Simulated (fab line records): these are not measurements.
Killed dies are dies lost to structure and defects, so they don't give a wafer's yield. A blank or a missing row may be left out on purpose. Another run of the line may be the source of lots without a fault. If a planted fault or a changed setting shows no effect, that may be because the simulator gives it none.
Split-lot trial || flow n5-finfet || 39 wafers read across 7 lots, on a route 1938 steps long

== ABOUT THE SPLIT ==
At N5_MOL_CONTACT_COAG_ALD_131 (deposits SiO2, target thk 5 nm, pulse time 1 s, co reactant pulse time 1 s), the setting ald-cycles was moved away from the recipe's 35 on 15 of the 39 wafers read, by -14.3% to +14.3%. All remaining wafers had this setting at the recipe value.

Reading taken at the split's own step.

== THE READING ==
SiO2_of_MOL_CONTACT_COAG_ALD_131.thk-nm (the simulator's own value, which no gauge read), in nm, at N5_MOL_CONTACT_COAG_ALD_131 (deposits SiO2, target thk 5 nm, pulse time 1 s, co reactant pulse time 1 s). The file gives no usual value for it.

{"wafer": "L076.1", "tool, chamber at the split": "ald-sin-02, 2,0,3", "ald-cycles as run": 35, "against the recipe": "recipe", "SiO2_of_MOL_CONTACT_COAG_ALD_131.thk-nm, nm": 5, "against lot-mates on the recipe": "-"}
{"wafer": "L076.3", "tool, chamber at the split": "ald-sin-02, 2,0,3", "ald-cycles as run": 35, "against the recipe": "recipe", "SiO2_of_MOL_CONTACT_COAG_ALD_131.thk-nm, nm": 5, "against lot-mates on the recipe": "-"}
{"wafer": "L076.6", "tool, chamber at the split": "ald-sin-02, 2,0,3", "ald-cycles as run": 35, "against the recipe": "recipe", "SiO2_of_MOL_CONTACT_COAG_ALD_131.thk-nm, nm": 5, "against lot-mates on the recipe": "-"}
{"wafer": "L076.2", "tool, chamber at the split": "ald-sin-02, 3", "ald-cycles as run": 30, "against the recipe": "-14.3%", "SiO2_of_MOL_CONTACT_COAG_ALD_131.thk-nm, nm": 4.4, "against lot-mates on the recipe": -0.6}
{"wafer": "L076.4", "tool, chamber at the split": "ald-sin-02, 1,2", "ald-cycles as run": 30, "against the recipe": "-14.3%", "SiO2_of_MOL_CONTACT_COAG_ALD_131.thk-nm, nm": 4.2, "against lot-mates on the recipe": -0.8}
{"wafer": "L076.5", "tool, chamber at the split": "ald-sin-02, 1,2", "ald-cycles as run": 30, "against the recipe": "-14.3%", "SiO2_of_MOL_CONTACT_COAG_ALD_131.thk-nm, nm": 4.2, "against lot-mates on the recipe": -0.8}
{"wafer": "L077.1", "tool, chamber at the split": "ald-sin-03, 1,0,3", "ald-cycles as run": 31, "against the recipe": "-11.4%", "SiO2_of_MOL_CONTACT_COAG_ALD_131.thk-nm, nm": 4.4, "against lot-mates on the recipe": -0.6}
{"wafer": "L077.2", "tool, chamber at the split": "ald-sin-03, 1,0,3", "ald-cycles as run": 31, "against the recipe": "-11.4%", "SiO2_of_MOL_CONTACT_COAG_ALD_131.thk-nm, nm": 4.4, "against lot-mates on the recipe": -0.6}
{"wafer": "L077.3", "tool, chamber at the split": "ald-sin-03, 1,0,3", "ald-cycles as run": 31, "against the recipe": "-11.4%", "SiO2_of_MOL_CONTACT_COAG_ALD_131.thk-nm, nm": 4.4, "against lot-mates on the recipe": -0.6}
{"wafer": "L077.4", "tool, chamber at the split": "ald-sin-03, 2,0,3", "ald-cycles as run": 35, "against the recipe": "recipe", "SiO2_of_MOL_CONTACT_COAG_ALD_131.thk-nm, nm": 5, "against lot-mates on the recipe": "-"}
{"wafer": "L077.5", "tool, chamber at the split": "ald-sin-03, 2,0,3", "ald-cycles as run": 35, "against the recipe": "recipe", "SiO2_of_MOL_CONTACT_COAG_ALD_131.thk-nm, nm": 5, "against lot-mates on the recipe": "-"}
{"wafer": "L077.6", "tool, chamber at the split": "ald-sin-03, 2,0,3", "ald-cycles as run": 35, "against the recipe": "recipe", "SiO2_of_MOL_CONTACT_COAG_ALD_131.thk-nm, nm": 5, "against lot-mates on the recipe": "-"}
{"wafer": "L080.1", "tool, chamber at the split": "ald-sin-03, 1,2,3", "ald-cycles as run": 32, "against the recipe": "-8.6%", "SiO2_of_MOL_CONTACT_COAG_ALD_131.thk-nm, nm": 4.6, "against lot-mates on the recipe": -0.4}
{"wafer": "L080.3", "tool, chamber at the split": "ald-sin-03, 1,2,3", "ald-cycles as run": 32, "against the recipe": "-8.6%", "SiO2_of_MOL_CONTACT_COAG_ALD_131.thk-nm, nm": 4.6, "against lot-mates on the recipe": -0.4}
{"wafer": "L080.4", "tool, chamber at the split": "ald-sin-03, 1,2,3", "ald-cycles as run": 32, "against the recipe": "-8.6%", "SiO2_of_MOL_CONTACT_COAG_ALD_131.thk-nm, nm": 4.6, "against lot-mates on the recipe": -0.4}
{"wafer": "L080.2", "tool, chamber at the split": "ald-sin-03, 0,0,3", "ald-cycles as run": 35, "against the recipe": "recipe", "SiO2_of_MOL_CONTACT_COAG_ALD_131.thk-nm, nm": 5, "against lot-mates on the recipe": "-"}
{"wafer": "L080.5", "tool, chamber at the split": "ald-sin-03, 0,0,3", "ald-cycles as run": 35, "against the recipe": "recipe", "SiO2_of_MOL_CONTACT_COAG_ALD_131.thk-nm, nm": 5, "against lot-mates on the recipe": "-"}
{"wafer": "L080.6", "tool, chamber at the split": "ald-sin-03, 0,0,3", "ald-cycles as run": 35, "against the recipe": "recipe", "SiO2_of_MOL_CONTACT_COAG_ALD_131.thk-nm, nm": 5, "against lot-mates on the recipe": "-"}
{"wafer": "L081.1", "tool, chamber at the split": "ald-sin-02, 3,0,1,2,0,1", "ald-cycles as run": 35, "against the recipe": "recipe", "SiO2_of_MOL_CONTACT_COAG_ALD_131.thk-nm, nm": 5, "against lot-mates on the recipe": "-"}
{"wafer": "L081.2", "tool, chamber at the split": "ald-sin-02, 3,0,1,2,0,1", "ald-cycles as run": 35, "against the recipe": "recipe", "SiO2_of_MOL_CONTACT_COAG_ALD_131.thk-nm, nm": 5, "against lot-mates on the recipe": "-"}
{"wafer": "L081.3", "tool, chamber at the split": "ald-sin-02, 3,0,1,2,0,1", "ald-cycles as run": 35, "against the recipe": "recipe", "SiO2_of_MOL_CONTACT_COAG_ALD_131.thk-nm, nm": 5, "against lot-mates on the recipe": "-"}
{"wafer": "L081.4", "tool, chamber at the split": "ald-sin-02, 3,0,1,2,0,1", "ald-cycles as run": 35, "against the recipe": "recipe", "SiO2_of_MOL_CONTACT_COAG_ALD_131.thk-nm, nm": 5, "against lot-mates on the recipe": "-"}
{"wafer": "L081.5", "tool, chamber at the split": "ald-sin-02, 3,0,1,2,0,1", "ald-cycles as run": 35, "against the recipe": "recipe", "SiO2_of_MOL_CONTACT_COAG_ALD_131.thk-nm, nm": 5, "against lot-mates on the recipe": "-"}
{"wafer": "L081.6", "tool, chamber at the split": "ald-sin-02, 3,0,1,2,0,1", "ald-cycles as run": 35, "against the recipe": "recipe", "SiO2_of_MOL_CONTACT_COAG_ALD_131.thk-nm, nm": 5, "against lot-mates on the recipe": "-"}
{"wafer": "L085.1", "tool, chamber at the split": "ald-sin-04, 2,3,1", "ald-cycles as run": 35, "against the recipe": "recipe", "SiO2_of_MOL_CONTACT_COAG_ALD_131.thk-nm, nm": 5, "against lot-mates on the recipe": "-"}
{"wafer": "L085.2", "tool, chamber at the split": "ald-sin-04, 2,3,1", "ald-cycles as run": 35, "against the recipe": "recipe", "SiO2_of_MOL_CONTACT_COAG_ALD_131.thk-nm, nm": 5, "against lot-mates on the recipe": "-"}
{"wafer": "L085.6", "tool, chamber at the split": "ald-sin-04, 2,3,1", "ald-cycles as run": 35, "against the recipe": "recipe", "SiO2_of_MOL_CONTACT_COAG_ALD_131.thk-nm, nm": 5, "against lot-mates on the recipe": "-"}
{"wafer": "L085.3", "tool, chamber at the split": "ald-sin-04, 0", "ald-cycles as run": 30, "against the recipe": "-14.3%", "SiO2_of_MOL_CONTACT_COAG_ALD_131.thk-nm, nm": 4.4, "against lot-mates on the recipe": -0.6}
{"wafer": "L085.4", "tool, chamber at the split": "ald-sin-04, 1,2", "ald-cycles as run": 30, "against the recipe": "-14.3%", "SiO2_of_MOL_CONTACT_COAG_ALD_131.thk-nm, nm": 4.2, "against lot-mates on the recipe": -0.8}
{"wafer": "L085.5", "tool, chamber at the split": "ald-sin-04, 1,2", "ald-cycles as run": 30, "against the recipe": "-14.3%", "SiO2_of_MOL_CONTACT_COAG_ALD_131.thk-nm, nm": 4.2, "against lot-mates on the recipe": -0.8}
{"wafer": "L093.2", "tool, chamber at the split": "ald-sin-03, 1,1,0", "ald-cycles as run": 35, "against the recipe": "recipe", "SiO2_of_MOL_CONTACT_COAG_ALD_131.thk-nm, nm": 5, "against lot-mates on the recipe": "-"}
{"wafer": "L093.5", "tool, chamber at the split": "ald-sin-03, 1,1,0", "ald-cycles as run": 35, "against the recipe": "recipe", "SiO2_of_MOL_CONTACT_COAG_ALD_131.thk-nm, nm": 5, "against lot-mates on the recipe": "-"}
{"wafer": "L093.6", "tool, chamber at the split": "ald-sin-03, 1,1,0", "ald-cycles as run": 35, "against the recipe": "recipe", "SiO2_of_MOL_CONTACT_COAG_ALD_131.thk-nm, nm": 5, "against lot-mates on the recipe": "-"}
{"wafer": "L094.1", "tool, chamber at the split": "ald-sin-03, 3,2", "ald-cycles as run": 40, "against the recipe": "+14.3%", "SiO2_of_MOL_CONTACT_COAG_ALD_131.thk-nm, nm": 5.8, "against lot-mates on the recipe": "+0.8"}
{"wafer": "L094.3", "tool, chamber at the split": "ald-sin-03, 3,2", "ald-cycles as run": 40, "against the recipe": "+14.3%", "SiO2_of_MOL_CONTACT_COAG_ALD_131.thk-nm, nm": 5.8, "against lot-mates on the recipe": "+0.8"}
{"wafer": "L094.2", "tool, chamber at the split": "ald-sin-03, 1,0,3", "ald-cycles as run": 35, "against the recipe": "recipe", "SiO2_of_MOL_CONTACT_COAG_ALD_131.thk-nm, nm": 5, "against lot-mates on the recipe": "-"}
{"wafer": "L094.4", "tool, chamber at the split": "ald-sin-03, 1,0,3", "ald-cycles as run": 35, "against the recipe": "recipe", "SiO2_of_MOL_CONTACT_COAG_ALD_131.thk-nm, nm": 5, "against lot-mates on the recipe": "-"}
{"wafer": "L094.6", "tool, chamber at the split": "ald-sin-03, 1,0,3", "ald-cycles as run": 35, "against the recipe": "recipe", "SiO2_of_MOL_CONTACT_COAG_ALD_131.thk-nm, nm": 5, "against lot-mates on the recipe": "-"}
{"wafer": "L094.5", "tool, chamber at the split": "ald-sin-03, 0", "ald-cycles as run": 40, "against the recipe": "+14.3%", "SiO2_of_MOL_CONTACT_COAG_ALD_131.thk-nm, nm": 5.6, "against lot-mates on the recipe": "+0.6"}
Rows listing several chambers each stand for several wafers; the file does not say which wafer went through which chamber.

FIT RESULTS
A straight line over all 39 wafers: SiO2_of_MOL_CONTACT_COAG_ALD_131.thk-nm changes by +0.0512 nm for each +1% of ald-cycles; r = +0.99; the points scatter about the line by 0.048 nm.
The same after taking each lot's own level away (the mean of its wafers on the recipe; 39 wafers): +0.0512 nm for each +1%; r = +0.99; scatter 0.048 nm.
That fit puts the effect of the largest move of ald-cycles on the reading at 0.73 nm.
The lots' own levels span 5.00 to 5.00 nm.
Hence the lot-to-lot level has little effect on the slope; both slopes agree.
Check: for one of the wafers moved furthest among these (-14.3%), held out of the fit, the line's prediction against its lot-mates is -0.742 nm. Against them it came out at -0.6 nm.

== THE OTHER SPLITS THESE WAFERS WENT THROUGH ==
Before the reading, these wafers also passed through other splits. Each is held against what the fit with the lots' levels taken away leaves over:
{"other split on the same wafers": "N5_FIN_SAQP_ETCH_34 source-w", "wafers away from the commonest value": 15, "r with SiO2_of_MOL_CONTACT_COAG_ALD_131.thk-nm (lot level and that fit taken away)": "+0.21"}
{"other split on the same wafers": "N5_DUMMY_GATE_ETCH_32 time-s", "wafers away from the commonest value": 15, "r with SiO2_of_MOL_CONTACT_COAG_ALD_131.thk-nm (lot level and that fit taken away)": "+0.04"}
{"other split on the same wafers": "N5_HKMG_FIN_ETCH_58 bias-w", "wafers away from the commonest value": 15, "r with SiO2_of_MOL_CONTACT_COAG_ALD_131.thk-nm (lot level and that fit taken away)": "+0.07"}
{"other split on the same wafers": "N5_MOL_CONTACT_COAG_ALD_123 ald-cycles", "wafers away from the commonest value": 9, "r with SiO2_of_MOL_CONTACT_COAG_ALD_131.thk-nm (lot level and that fit taken away)": "+0.25"}
{"other split on the same wafers": "N5_MOL_CONTACT_COAG_EXPOSE_81 dose-mj", "wafers away from the commonest value": 15, "r with SiO2_of_MOL_CONTACT_COAG_ALD_131.thk-nm (lot level and that fit taken away)": "+0.10"}

== FILE'S OWN FIT ==
SiO2_of_MOL_CONTACT_COAG_ALD_131.thk-nm changes by +0.0511 nm for each +1% of ald-cycles, r = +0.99.
